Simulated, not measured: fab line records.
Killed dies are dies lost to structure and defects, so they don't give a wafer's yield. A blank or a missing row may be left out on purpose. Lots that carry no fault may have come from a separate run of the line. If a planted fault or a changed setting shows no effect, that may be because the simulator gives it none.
fab line records | flow n5Finfet
record lots=6 | wafers=18 | lastDay=19
route steps=1938 shown BEOL_M5@1182 BEOL_M6@1194 PASSIVATION@1936
lots with no fault: from the same line, run without faults
startH: hours from the record's first day to the start of the lot's first wafer shown | waitH: how many hours have passed since the lot's step before this one | " as in the row above | L1.1+2: one row covering several wafers at once | - either no value or no given start | * or withheld: withheld | < > ~ a bound
route shown NAME@n: names a module that has steps shown in the file, with the first one's number in the route | usual: the fault-free wafers' mean and standard deviation | same: alike in all rows | chamber/n: place in a boat | sites: readings site by site | _std_site: the standard deviation of these | _edge_site: mean of outer sites minus mean of inner sites | radiusMm: for every site, how far away it sits from the centre of the wafer | mask NAME#n: copy n | behind: the tool/chamber that last shaped the wafer | hold: cause of the lot's hold/its duration in hours/its outcome | device: whichever transistor did not switch (one of n, p or np) | end of line: tests run on the same wafers once the route is complete | where a step has no rows: the recipe by itself | killed: dies lost to structure and defects at the first sort, not the wafer's yield | map: per-die view of a wafer (x killed, . not killed, _ where there is no die)
set.NAME: the run value of the setting; set.NAME@STEP: its run value at that earlier step | model.NAME: the simulator's own value behind a step, which no gauge read
certain route steps with their lots: each step a table, each wafer a row
services: a tool's chamber out of use, with start hour (startH, from the record's first day; less than 0 if before it), hours out, and reason
## steps
# step N5_BEOL_M5_ANNEAL_89
# recipe tempC=400 | timeS=1800 | ambient=vacuum
# step N5_BEOL_M5_SPUTTER_90
# recipe material=Cu | targetThkA=45 | tempC=-20 | chamberPressurePa=0.07 | powerW=withheld | timeS=8.29
# step N5_BEOL_M5_ECD_50
# recipe material=Cu | targetThkA=3000
# step N5_BEOL_M5_ANNEAL_51
# recipe tempC=225 | timeS=90 | ambient=N2
# usual wafer_temp_C_max=226.18/0.29
# same timeS=90
lot.wafer | tool         | chamber | startH | waitH | wafer_temp_C_max
L801.2    | rtpAnneal-02 | 0       | 196.86 | 0.1   | 225.93
L801.4    | "            | 0       | "      | "     | 226.38
L801.6    | "            | 0       | "      | "     | 225.94
L803.1    | rtpAnneal-02 | 0       | 209.35 | 0.1   | 226.37
L803.5    | "            | 0       | "      | "     | 226.35
L803.6    | "            | 0       | "      | "     | 225.80
L804.1    | rtpAnneal-02 | 0       | 216.90 | 0.1   | 226.57
L804.4    | "            | 0       | "      | "     | 226.06
L804.6    | "            | 0       | "      | "     | 225.94
L817.1    | rtpAnneal-02 | 0       | 304.09 | 0.3   | 226.43
L817.2    | "            | 0       | "      | "     | 226.03
L817.6    | "            | 0       | "      | "     | 226.47
L812.1    | rtpAnneal-01 | 0       | 315.40 | 0.1   | 225.96
L812.2    | "            | 0       | "      | "     | 225.97
L812.4    | "            | 0       | "      | "     | 225.98
L820.2    | rtpAnneal-01 | 0       | 352.30 | 0.1   | 225.97
L820.4    | "            | 0       | "      | "     | 226.24
L820.5    | "            | 0       | "      | "     | 226.30
# step N5_BEOL_M5_CMP_52
# recipe stopOn=SiCOH_lowk | tOverpolishS=6.9 | downForcePsi=1 | platenRpm=50 | clearingPlatenDownForcePsi=1.5 | clearingPlatenRpm=50 | postCmpClean=cuAlkaline | targetThkNm=62 | clearingPlatenPadVelocityMS=0.99484 | padVelocityMS=0.99484
# usual barrierFieldEndpointS=24.8/0.72 | motorCurrentA=6.0/0.71 | overpolishRunS=6.901/0.0091 | timeToEndpointS=63/3.5
lot.wafer | tool   | chamber | startH | waitH | barrierFieldEndpointS | motorCurrentA | overpolishRunS | timeToEndpointS
L801.2    | cmp-04 | 1       | 197.11 | 0.2   | 25.5                  | 5.7           | 6.896          | 68
L801.4    | "      | 3       | "      | "     | 25.5                  | 5.7           | 6.896          | 66
L801.6    | "      | 2       | "      | "     | 26.6                  | 6.8           | 6.922          | 71
L803.1    | cmp-01 | 1       | 209.79 | 0.4   | 23.4                  | 7.2           | 6.894          | 55
L803.6    | "      | 0       | "      | "     | 24.5                  | 5.9           | 6.892          | 59
L803.5    | "      | 1       | "      | "     | 24.1                  | 7.0           | 6.902          | 58
L804.4    | cmp-02 | 3       | 217.27 | 0.2   | 23.7                  | 6.7           | 6.891          | 63
L804.1    | "      | 0       | "      | "     | 23.7                  | 5.0           | 6.904          | 64
L804.6    | "      | 1       | "      | "     | 24.8                  | 5.2           | 6.920          | 68
L817.2    | cmp-01 | 2       | 304.51 | 0.3   | 25.3                  | 7.1           | 6.905          | 64
L817.1    | "      | 0       | "      | "     | 26.2                  | 6.1           | 6.901          | 67
L817.6    | "      | 2       | "      | "     | 25.5                  | 6.8           | 6.911          | 63
L812.4    | cmp-01 | 3       | 315.74 | 0.2   | 25.6                  | 5.0           | 6.895          | 66
L812.1    | "      | 0       | "      | "     | 25.7                  | 5.6           | 6.884          | 68
L812.2    | "      | 1       | "      | "     | 24.6                  | 6.9           | 6.901          | 67
L820.4    | cmp-01 | 2       | 352.55 | 0.1   | 25.3                  | 6.9           | 6.894          | 62
L820.2    | "      | 0       | "      | "     | 25.0                  | 5.8           | 6.899          | 64
L820.5    | "      | 3       | "      | "     | 24.6                  | 5.2           | 6.912          | 60
# step N5_BEOL_M5_THK_MEAS_53
# recipe thkMeasGauge=xrf | reads=Cu_of_BEOL_M5_ECD_50
# usual M5_THK=61.4/1.5
lot.wafer | tool         | chamber | startH | waitH | M5_THK[nm]
L801.2    | filmMetro-01 | -       | 197.41 | -     | 61.4
L801.4    | "            | -       | "      | "     | 61.5
L801.6    | "            | -       | "      | "     | 62.5
L803.1    | filmMetro-01 | -       | 210.05 | -     | 61.8
L803.5    | "            | -       | "      | "     | 60.8
L803.6    | "            | -       | "      | "     | 62.9
L804.1    | filmMetro-01 | -       | 217.49 | -     | 60.6
L804.4    | "            | -       | "      | "     | 61.6
L804.6    | "            | -       | "      | "     | 61.3
L817.1    | filmMetro-02 | -       | 304.76 | -     | 65.0
L817.2    | "            | -       | "      | "     | 64.4
L817.6    | "            | -       | "      | "     | 64.1
L812.1    | filmMetro-02 | -       | 315.99 | -     | 61.7
L812.2    | "            | -       | "      | "     | 65.1
L812.4    | "            | -       | "      | "     | 60.8
L820.2    | filmMetro-01 | -       | 352.84 | -     | 60.0
L820.4    | "            | -       | "      | "     | 61.7
L820.5    | "            | -       | "      | "     | 61.8
# step N5_BEOL_M5_PRE_CLEAN_77
# recipe gas=NH3/H2 | timeS=15 | tempC=* | rfPowerW=300
# usual heaterPowerW=74/15
# same timeS=15
lot.wafer | tool     | chamber | startH | waitH | heaterPowerW
L801.2    | cvdCo-02 | 1       | 197.44 | 0.0   | 91
L801.4    | "        | 2       | "      | "     | 62
L801.6    | "        | 0       | "      | "     | 99
L803.1    | cvdCo-01 | 1       | 210.09 | 0.0   | 76
L803.5    | "        | 1       | "      | "     | 78
L803.6    | "        | 0       | "      | "     | 58
L804.1    | cvdCo-02 | 1       | 217.53 | 0.0   | 91
L804.4    | "        | 1       | "      | "     | 91
L804.6    | "        | 2       | "      | "     | 62
L817.1    | cvdCo-01 | 1       | 304.80 | 0.0   | 80
L817.2    | "        | 2       | "      | "     | 67
L817.6    | "        | 0       | "      | "     | 58
L812.1    | cvdCo-02 | 0       | 316.03 | 0.0   | 96
L812.2    | "        | 1       | "      | "     | 92
L812.4    | "        | 0       | "      | "     | 98
L820.2    | cvdCo-01 | 0       | 352.88 | 0.0   | 58
L820.4    | "        | 0       | "      | "     | 59
L820.5    | "        | 2       | "      | "     | 67
# step N5_BEOL_M5_CO_CAP_78
# recipe material=Co | targetThkA=20 | tempC=200 | precursor=CCTBA/H2 | pressureTorr=30 | timeS=102.1
# usual heaterPowerW=223/19
# same timeS=102.1
lot.wafer | tool     | chamber | startH | waitH | heaterPowerW
L801.2    | cvdCo-02 | 1       | 197.48 | 0.0   | 245
L801.4    | "        | 2       | "      | "     | 210
L801.6    | "        | 0       | "      | "     | 254
L803.1    | cvdCo-01 | 1       | 210.13 | 0.0   | 226
L803.5    | "        | 1       | "      | "     | 231
L803.6    | "        | 0       | "      | "     | 199
L804.1    | cvdCo-02 | 1       | 217.57 | 0.0   | 234
L804.4    | "        | 1       | "      | "     | 245
L804.6    | "        | 2       | "      | "     | 202
L817.1    | cvdCo-01 | 1       | 304.84 | 0.0   | 227
L817.2    | "        | 2       | "      | "     | 213
L817.6    | "        | 0       | "      | "     | 202
L812.1    | cvdCo-02 | 0       | 316.07 | 0.0   | 246
L812.2    | "        | 1       | "      | "     | 250
L812.4    | "        | 0       | "      | "     | 250
L820.2    | cvdCo-01 | 0       | 352.94 | 0.0   | 200
L820.4    | "        | 0       | "      | "     | 205
L820.5    | "        | 2       | "      | "     | 216
# step N5_BEOL_M5_PRE_CLEAN_55
# recipe gas=NH3 | timeS=15 | tempC=withheld | rfPowerW=300
# step N5_BEOL_M5_DEP_56
# recipe material=SiCN | targetThkA=80 | tempC=withheld | precursor=3MS/NH3 | pressureTorr=3 | rfW=202 | timeS=14
# usual showerheadPlenumPTorr=3.660/0.015 | throttleValvePct=9.3/0.48
# same timeS=14
lot.wafer | tool     | chamber | startH | waitH | showerheadPlenumPTorr | throttleValvePct
L801.2    | pecvd-01 | 2       | 197.60 | 0.0   | 3.632                 | 8.4
L801.4    | "        | 1       | "      | "     | 3.682                 | 9.6
L801.6    | "        | 2       | "      | "     | 3.641                 | 8.3
L803.1    | pecvd-01 | 0       | 210.24 | 0.0   | 3.691                 | 10.1
L803.5    | "        | 1       | "      | "     | 3.672                 | 9.2
L803.6    | "        | 2       | "      | "     | 3.637                 | 8.7
L804.1    | pecvd-03 | 1       | 217.69 | 0.0   | 3.667                 | 9.3
L804.4    | "        | 0       | "      | "     | 3.677                 | 9.8
L804.6    | "        | 2       | "      | "     | 3.666                 | 9.3
L817.1    | pecvd-02 | 1       | 304.96 | 0.0   | 3.665                 | 9.2
L817.2    | "        | 0       | "      | "     | 3.658                 | 9.9
L817.6    | "        | 0       | "      | "     | 3.649                 | 9.9
L812.1    | pecvd-03 | 0       | 316.19 | 0.0   | 3.672                 | 9.5
L812.2    | "        | 1       | "      | "     | 3.660                 | 9.3
L812.4    | "        | 2       | "      | "     | 3.657                 | 9.5
L820.2    | pecvd-02 | 1       | 353.09 | 0.0   | 3.660                 | 9.1
L820.4    | "        | 2       | "      | "     | 3.647                 | 9.0
L820.5    | "        | 0       | "      | "     | 3.656                 | 9.7
# step N5_BEOL_M5_RS_MEAS_57
# recipe thkMeasGauge=four-point-probe | reads=Co_of_BEOL_M5_CO_CAP_78+Cu_of_BEOL_M5_ECD_50+Co_of_BEOL_M5_CVD_47+TaN_of_BEOL_M5_ALD_86
# usual M5_RS=0.393/0.012
lot.wafer | tool         | chamber | startH | waitH | M5_RS[ohm/sq]
L801.2    | filmMetro-02 | -       | 197.67 | 0.1   | 0.390
L801.4    | "            | -       | "      | "     | 0.393
L801.6    | "            | -       | "      | "     | 0.383
L803.1    | filmMetro-01 | -       | 210.31 | 0.0   | 0.391
L803.5    | "            | -       | "      | "     | 0.400
L803.6    | "            | -       | "      | "     | 0.383
L804.1    | filmMetro-01 | -       | 217.75 | 0.0   | 0.397
L804.4    | "            | -       | "      | "     | 0.391
L804.6    | "            | -       | "      | "     | 0.393
L817.1    | filmMetro-01 | -       | 305.02 | 0.0   | 0.370
L817.2    | "            | -       | "      | "     | 0.372
L817.6    | "            | -       | "      | "     | 0.376
L812.1    | filmMetro-01 | -       | 316.25 | 0.0   | 0.395
L812.2    | "            | -       | "      | "     | 0.368
L812.4    | "            | -       | "      | "     | 0.402
L820.2    | filmMetro-02 | -       | 353.16 | 0.1   | 0.400
L820.4    | "            | -       | "      | "     | 0.388
L820.5    | "            | -       | "      | "     | 0.386
# step N5_BEOL_M5_INSPECT_58
# recipe inspectInstrument=darkfield | mode=postDep
# usual rawDefectCount=64/21
lot.wafer | tool             | chamber | startH | waitH | rawDefectCount
L801.2    | defectInspect-02 | -       | 197.69 | 0.0   | 48
L801.4    | "                | -       | "      | "     | 57
L801.6    | "                | -       | "      | "     | 88
L803.1    | defectInspect-01 | -       | 210.34 | 0.0   | 80
L803.5    | "                | -       | "      | "     | 120
L803.6    | "                | -       | "      | "     | 80
L804.1    | defectInspect-01 | -       | 217.78 | 0.0   | 91
L804.4    | "                | -       | "      | "     | 82
L804.6    | "                | -       | "      | "     | 64
L817.1    | defectInspect-01 | -       | 305.05 | 0.0   | 61
L817.2    | "                | -       | "      | "     | 69
L817.6    | "                | -       | "      | "     | 49
L812.1    | defectInspect-01 | -       | 316.28 | 0.0   | 58
L812.2    | "                | -       | "      | "     | 50
L812.4    | "                | -       | "      | "     | 60
L820.2    | defectInspect-02 | -       | 353.18 | 0.0   | 61
L820.4    | "                | -       | "      | "     | 52
L820.5    | "                | -       | "      | "     | 61
# step N5_BEOL_M6_ILD_DEP_00
# recipe material=SiCOH_lowk | targetThkA=1797.5 | tempC=300 | precursor=DEMS/porogen | pressureTorr=5 | rfW=500 | timeS=33.4
# usual heaterPowerW=302/53 | showerheadPlenumPTorr=5.737/0.017 | throttleValvePct=14.1/0.61
# same timeS=33.4
lot.wafer | tool     | chamber | startH | waitH | heaterPowerW | showerheadPlenumPTorr | throttleValvePct
L801.2    | pecvd-04 | 0       | 197.73 | 0.0   | 299          | 5.745                 | 14.5
L801.4    | "        | 0       | "      | "     | 307          | 5.745                 | 14.2
L801.6    | "        | 1       | "      | "     | 277          | 5.764                 | 13.6
L803.1    | pecvd-02 | 0       | 210.37 | 0.0   | 311          | 5.745                 | 14.7
L803.5    | "        | 2       | "      | "     | 429          | 5.718                 | 13.6
L803.6    | "        | 1       | "      | "     | 324          | 5.727                 | 14.2
L804.1    | pecvd-02 | 1       | 217.82 | 0.0   | 315          | 5.722                 | 14.2
L804.4    | "        | 2       | "      | "     | 380          | 5.717                 | 13.6
L804.6    | "        | 1       | "      | "     | 325          | 5.728                 | 14.2
L817.1    | pecvd-04 | 1       | 305.09 | 0.0   | 252          | 5.757                 | 13.8
L817.2    | "        | 0       | "      | "     | 246          | 5.758                 | 14.5
L817.6    | "        | 1       | "      | "     | 255          | 5.753                 | 13.6
L812.1    | pecvd-02 | 0       | 316.32 | 0.0   | 254          | 5.751                 | 14.7
L812.2    | "        | 1       | "      | "     | 252          | 5.727                 | 14.3
L812.4    | "        | 1       | "      | "     | 259          | 5.731                 | 14.2
L820.2    | pecvd-04 | 1       | 353.22 | 0.0   | 289          | 5.755                 | 13.9
L820.4    | "        | 0       | "      | "     | 284          | 5.749                 | 14.9
L820.5    | "        | 2       | "      | "     | 204          | 5.731                 | 12.5
# step N5_BEOL_M6_CURE_74
# recipe tempC=385 | timeS=240 | ambient=He/Ar | material=SiCOH_lowk
# step N5_BEOL_M6_THK_MEAS_01
# recipe reads=SiCOH_lowk_of_BEOL_M6_ILD_DEP_00
# usual M6_ILD_THK=154.9/2.4
lot.wafer | tool         | chamber | startH | waitH | M6_ILD_THK[nm]
L801.2    | filmMetro-02 | -       | 198.79 | 0.7   | 155.3
L801.4    | "            | -       | "      | "     | 153.6
L801.6    | "            | -       | "      | "     | 153.7
L803.1    | filmMetro-01 | -       | 210.95 | 0.4   | 153.7
L803.5    | "            | -       | "      | "     | 154.5
L803.6    | "            | -       | "      | "     | 156.6
L804.1    | filmMetro-02 | -       | 218.39 | 0.4   | 137.5
L804.4    | "            | -       | "      | "     | 156.7
L804.6    | "            | -       | "      | "     | 138.4
L817.1    | filmMetro-01 | -       | 306.14 | 0.8   | 149.2
L817.2    | "            | -       | "      | "     | 150.4
L817.6    | "            | -       | "      | "     | 149.8
L812.1    | filmMetro-01 | -       | 316.89 | 0.4   | 157.7
L812.2    | "            | -       | "      | "     | 138.1
L812.4    | "            | -       | "      | "     | 141.8
L820.2    | filmMetro-02 | -       | 353.80 | 0.4   | 151.3
L820.4    | "            | -       | "      | "     | 155.1
L820.5    | "            | -       | "      | "     | 158.0
# step N5_BEOL_M6_PECVD_70
# recipe material=SiO2 | targetThkA=200 | tempC=400 | precursor=TEOS/O2 | pressureTorr=5.5 | rfW=450 | teosFlowSccm=53.8 | gas=O2 | flowSccm=3000 | timeS=22.7
# step N5_PASSIVATION_PROBE_49
# usual defectLimitedYield=91.0/1.5 | killed_at_M0_to_M3=32/9.6 | killed_at_M4_up=13/4.7 | killedAtContacts=13/7.2 | killedAtFrontEnd=44/13 | killedAtOther=4/3.4 | killedDies=106/18 | killedOpen=70/13 | killedShort=35/8 | sort_bin_5_function=5.3/0.97 | sort_bin_6_memory=3.4/0.73 | sort_bin_8_speed=0.00/0.036 | sortNPass=1074/18 | sortYieldPct=91.0/1.5
# same grossDies=1180 | killedAtBackSide=0 | sort_bin_4_leakage[%]=0
lot.wafer | tool      | chamber | startH | waitH | defectLimitedYield[%] | killed_at_M0_to_M3 | killed_at_M4_up | killedAtContacts | killedAtFrontEnd | killedAtOther | killedDies | killedOpen | killedShort | sort_bin_5_function[%] | sort_bin_6_memory[%] | sort_bin_8_speed[%] | sortNPass | sortYieldPct[%]
L812.2    | prober-02 | -       | 425.12 | 0.1   | 87.5                  | 25                 | 10              | 24               | 84               | 5             | 148        | 84         | 56          | 6.9                    | 4.5                  | 0                   | 1032      | 87.5
L812.4    | prober-02 | -       | 425.22 | 0.2   | 92.2                  | 29                 | 5               | 3                | 54               | 1             | 92         | 57         | 32          | 4.5                    | 3.0                  | 0                   | 1088      | 92.2
# killed by level:class
L812.2 FIN_SAQP:geometricParticle:open=32 FIN_SAQP:geometricParticle:short=23 MOL_CONTACT_COAG:geometricParticle:open=17 MOL_CONTACT_COAG:geometricParticle:short=7 GATE_CUT:geometricParticle:short=6 BEOL_M1:geometricParticle:open=6 STI_FIN_REVEAL:geometricParticle:open=5 HKMG_FIN:areaEtch=5
L812.4 FIN_SAQP:geometricParticle:open=14 FIN_SAQP:geometricParticle:short=13 BEOL_M0_SAQP:geometricParticle:short=9 BEOL_M0_SAQP:geometricParticle:open=6 STI_FIN_REVEAL:geometricParticle:open=4 BEOL_M2:geometricParticle:open=4 BEOL_M3:geometricParticle:open=4 STARTING-WAFER:geometricParticle:open=4
## services
tool     | chamber | startH | hours | kind
cvdCo-01 | -       | 177.96 | 0.5   | repair
cmp-04   | -       | 179.71 | 17.3  | pm
cvdCo-02 | -       | 180.74 | 0.7   | repair
cmp-01   | -       | 180.89 | 3.8   | repair
pecvd-02 | -       | 191.55 | 2.8   | pm
cmp-02   | -       | 192.55 | 0.3   | repair
cmp-04   | -       | 208.65 | 19.4  | repair
cmp-01   | -       | 224.40 | 0.8   | repair
cvdCo-01 | 0       | 228.17 | 7.7   | repair
cmp-01   | -       | 231.27 | 3.5   | pm
cmp-02   | -       | 234.08 | 4.0   | pm
cmp-01   | -       | 246.25 | 7.9   | pm
cmp-04   | -       | 259.59 | 4.0   | pm
cmp-02   | -       | 278.02 | 5.3   | pm
cmp-04   | -       | 286.28 | 2.3   | repair
pecvd-04 | 2       | 301.30 | 3.7   | repair
cmp-02   | -       | 304.89 | 2.2   | repair
pecvd-01 | 2       | 319.35 | 3.9   | repair
cvdCo-01 | -       | 323.24 | 2.8   | repair
cmp-01   | -       | 324.54 | 0.5   | repair
cmp-02   | -       | 329.54 | 0.5   | repair
cvdCo-01 | 1       | 333.33 | -     | clean
cvdCo-01 | 1       | 333.33 | 22.0  | scheduledDown
cvdCo-02 | -       | 337.23 | 3.6   | repair
## key
firstSign step=N5_BEOL_M6_THK_MEAS_01 | reading=M6_ILD_THK | direction=down | sigmas=6.8 | usual=154.9 | struck=138.9
effect none on later readings
metAt N5_BEOL_M6_ILD_DEP_00
struckWafers L804.1,L804.6,L812.2,L812.4
onsetBetween 210.37 217.82
fault kind=siteProfileDrift | tool=pecvd-02 | chamber=1 | onsetH=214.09 | steps=N5_BEOL_M6_ILD_DEP_00 | basis=fraction | maxAbsDrift=0.22519 | slopeSharePerHr=50.043 | sitePattern=0,0,0,0,0,-1,-1,-1,-1
